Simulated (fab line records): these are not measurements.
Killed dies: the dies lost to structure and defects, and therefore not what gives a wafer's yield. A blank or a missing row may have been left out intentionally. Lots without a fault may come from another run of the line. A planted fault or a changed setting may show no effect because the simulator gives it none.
What tool caused it? || flow n5 finfet || Sampling: 13 lots, 38 wafers, 3 of 1938 route steps

## WHAT THE GAUGES READ, wafer by wafer
Not one reading of a measure or inspect step in the record can be checked against a usual standard deviation.

## WHICH TOOL RAN EACH LOT (tool, then ch and the chambers of the sampled wafers, then the start)
{"lot": "L414", "N5_BEOL_M7_CVD_78": "cvd co-01 ch 1,2, day 10 15:23", "N5_MIM_TOP_ALD_01": "ald hk-01 ch 0,2, no start", "N5_PASSIVATION_PROBE_49": "-"}
{"lot": "L413", "N5_BEOL_M7_CVD_78": "cvd co-02 ch 0,1, day 10 22:41", "N5_MIM_TOP_ALD_01": "ald hk-03 ch 0,3, no start", "N5_PASSIVATION_PROBE_49": "-"}
{"lot": "L415", "N5_BEOL_M7_CVD_78": "cvd co-01 ch 0,1,2, day 11 00:04", "N5_MIM_TOP_ALD_01": "ald hk-02 ch 0,2,3, no start", "N5_PASSIVATION_PROBE_49": "-"}
{"lot": "L416", "N5_BEOL_M7_CVD_78": "cvd co-01 ch 0,1, day 11 20:54", "N5_MIM_TOP_ALD_01": "ald hk-02 ch 1,2,3, no start", "N5_PASSIVATION_PROBE_49": "-"}
{"lot": "L418", "N5_BEOL_M7_CVD_78": "cvd co-02 ch 0,1, day 11 21:41", "N5_MIM_TOP_ALD_01": "ald hk-01 ch 0,1,3, no start", "N5_PASSIVATION_PROBE_49": "-"}
{"lot": "L417", "N5_BEOL_M7_CVD_78": "cvd co-01 ch 0,1,2, day 11 23:55", "N5_MIM_TOP_ALD_01": "ald hk-01 ch 1,2, no start", "N5_PASSIVATION_PROBE_49": "-"}
{"lot": "L419", "N5_BEOL_M7_CVD_78": "cvd co-01 ch 0,1,2, day 12 00:14", "N5_MIM_TOP_ALD_01": "ald hk-02 ch 0,1,2, no start", "N5_PASSIVATION_PROBE_49": "-"}
{"lot": "L420", "N5_BEOL_M7_CVD_78": "cvd co-01 ch 0,1,2, day 12 08:59", "N5_MIM_TOP_ALD_01": "ald hk-03 ch 1,2, no start", "N5_PASSIVATION_PROBE_49": "-"}
{"lot": "L421", "N5_BEOL_M7_CVD_78": "cvd co-01 ch 0,1,2, day 13 00:08", "N5_MIM_TOP_ALD_01": "ald hk-01 ch 0,2,3, no start", "N5_PASSIVATION_PROBE_49": "-"}
{"lot": "L425", "N5_BEOL_M7_CVD_78": "cvd co-02 ch 0,2, day 13 15:18", "N5_MIM_TOP_ALD_01": "ald hk-03 ch 1,2, no start", "N5_PASSIVATION_PROBE_49": "-"}
{"lot": "L423", "N5_BEOL_M7_CVD_78": "cvd co-01 ch 0,1,2, day 13 15:44", "N5_MIM_TOP_ALD_01": "ald hk-02 ch 0,2,3, day 16 18:01 or earlier", "N5_PASSIVATION_PROBE_49": "prober-01, day 16 18:01"}
{"lot": "L434", "N5_BEOL_M7_CVD_78": "cvd co-02 ch 0,1,2, day 16 07:19", "N5_MIM_TOP_ALD_01": "ald hk-03 ch 0,1,3, no start", "N5_PASSIVATION_PROBE_49": "-"}
{"lot": "L435", "N5_BEOL_M7_CVD_78": "cvd co-02 ch 0,2, day 16 09:37", "N5_MIM_TOP_ALD_01": "ald hk-01 ch 0,1,3, no start", "N5_PASSIVATION_PROBE_49": "-"}
- N5_BEOL_M7_CVD_78: deposits Co from CCTBA/H2, target thk 2 nm, time 142.3 s.
- N5_MIM_TOP_ALD_01: deposits HfO2, target thk 5.6 nm, pulse time 1 s, purge time 3 s.
- N5_PASSIVATION_PROBE_49

## WHAT THE TOOLS THEMSELVES READ (means of the sampled wafers that have a number; where no wafer has one, the mark that the record gives instead)
N5_MIM_TOP_ALD_01. Usual: precursor pulse height rel reads 0.998 (standard deviation 0.022).
{"lot": "L414", "tool": "ald hk-01", "precursor pulse height rel": 0.971, "flag": ""}
{"lot": "L413", "tool": "ald hk-03", "precursor pulse height rel": 0.995, "flag": ""}
{"lot": "L415", "tool": "ald hk-02", "precursor pulse height rel": 0.999, "flag": ""}
{"lot": "L416", "tool": "ald hk-02", "precursor pulse height rel": 0.982, "flag": ""}
{"lot": "L418", "tool": "ald hk-01", "precursor pulse height rel": 0.990, "flag": ""}
{"lot": "L417", "tool": "ald hk-01", "precursor pulse height rel": 1.009, "flag": ""}
{"lot": "L419", "tool": "ald hk-02", "precursor pulse height rel": 1.017, "flag": ""}
{"lot": "L420", "tool": "ald hk-03", "precursor pulse height rel": 1.001, "flag": ""}
{"lot": "L421", "tool": "ald hk-01", "precursor pulse height rel": 1.001, "flag": ""}
{"lot": "L425", "tool": "ald hk-03", "precursor pulse height rel": 1.013, "flag": ""}
{"lot": "L423", "tool": "ald hk-02", "precursor pulse height rel": 1.011, "flag": ""}
{"lot": "L434", "tool": "ald hk-03", "precursor pulse height rel": 1.000, "flag": ""}
{"lot": "L435", "tool": "ald hk-01", "precursor pulse height rel": 0.978, "flag": ""}

N5_PASSIVATION_PROBE_49. Usual: defect limited yield 91.2 %, standard deviation 1.4; killed_at_M0_to_M3 34, standard deviation 9.4; killed_at_M4_up 14, standard deviation 5.6; killed at contacts 13, standard deviation 7.8; killed at front end 37, standard deviation 10; killed at other 4, standard deviation 3.3; killed dies 103, standard deviation 17; killed open 68, standard deviation 13; killed short 33, standard deviation 8.2; sort_bin_5_function 5.1 %, standard deviation 0.92; sort_bin_6_memory 3.3 %, standard deviation 0.71; sort_bin_8_speed 0.01 %, standard deviation 0.043; sort n pass 1077, standard deviation 17; sort yield pct 91.2 %, standard deviation 1.4.
{"lot": "L423", "tool": "prober-01", "defect limited yield (%)": 88.2, "killed_at_M0_to_M3": 41, "killed_at_M4_up": 56, "killed at contacts": 7, "killed at front end": 32, "killed at other": 3, "killed dies": 139, "killed open": 59, "killed short": 33, "sort_bin_5_function (%)": 7.3, "sort_bin_6_memory (%)": 2.9, "sort_bin_8_speed (%)": 0.00, "sort n pass": 1041, "sort yield pct (%)": 88.2, "flag": "OFF"}

## THE ANSWER, worked out from the rows above alone
Rule: a lot is off if the mean of its wafers that have a number lies more than 3 standard deviations from the usual mean. A lot without any number at a reading at which 4 lots or more have one is off too. All remaining lots with rows at the step are treated as sound. The gauges are gone through in route order, then the tools' own readings, and for those a lot's mean is taken as printed above. The first step at which some lot is off is used, and at that step the reading that is off furthest; a lot without a number counts as furthest.
Off: L423 (N5_PASSIVATION_PROBE_49, killed_at_M4_up). Neither off nor sound, because the step has no rows for them: L414, L413, L415, L416, L418, L417, L419, L420, L421, L425, L434, L435.
If a tool, at that step or one of the process steps before it, ran each lot that is off and ran no sound lot following the first of them, it fits. N5_MIM_TOP_ALD_01: start missing for some lots; hours and lot order therefore follow N5_PASSIVATION_PROBE_49. Can't be told from this: 3 tools fit, cvd co-01 at N5_BEOL_M7_CVD_78, ald hk-02 at N5_MIM_TOP_ALD_01, prober-01 at N5_PASSIVATION_PROBE_49.

## WHAT HAD BEEN PUT IN BY THE SIMULATOR
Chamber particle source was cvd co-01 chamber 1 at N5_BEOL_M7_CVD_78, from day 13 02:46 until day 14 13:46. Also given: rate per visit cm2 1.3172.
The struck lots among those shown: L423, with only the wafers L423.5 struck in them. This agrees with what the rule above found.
